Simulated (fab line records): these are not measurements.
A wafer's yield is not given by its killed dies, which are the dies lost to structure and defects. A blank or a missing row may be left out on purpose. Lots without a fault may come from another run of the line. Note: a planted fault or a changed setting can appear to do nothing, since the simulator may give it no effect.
Chamber matching    flow n5 finfet    3 sister chambers for N5_BEOL_M2_PRE_CLEAN_60 on cvd co-01
The step time 15 s. 3 wafers are shown with their chamber, then 10 later ones without.

## EACH WAFER AND ITS CHAMBER
wafer   chamber  heater power w (W)
L086.4  0        101
L091.4  1        87
L091.5  2        129

## WAFERS WHOSE CHAMBER IS MISSING
wafer   heater power w (W)
L091.6  105
L095.1  130
L095.3  88
L095.6  86
L096.1  85
L096.5  130
L096.6  89
L097.1  86
L097.2  129
L097.6  129

## WHICH CHAMBER EACH ONE RAN IN
wafer   from the rows above  in truth
L091.6  0                    0
L095.1  2                    2
L095.3  1                    1
L095.6  1                    1
L096.1  1                    1
L096.5  2                    2
L096.6  1                    1
L097.1  1                    1
L097.2  2                    2
L097.6  2                    2
Placed correctly: 10 of 10. Left unplaced by these rows: 0. Wrongly placed: 0.
How it was worked out, from the rows above alone: a wafer's distance from a chamber is the root of the sum, over the readings, of the square of ((its reading less the chamber's mean) divided by the reading's scatter). If the next closest chamber is less than 2 further off than the closest, the wafer can't be placed; otherwise it belongs to the closest. The mean given for a chamber averages the wafers shown for that chamber. The scatter: root of mean squared gap, hidden wafer to nearest shown wafer, with one shown wafer a chamber.
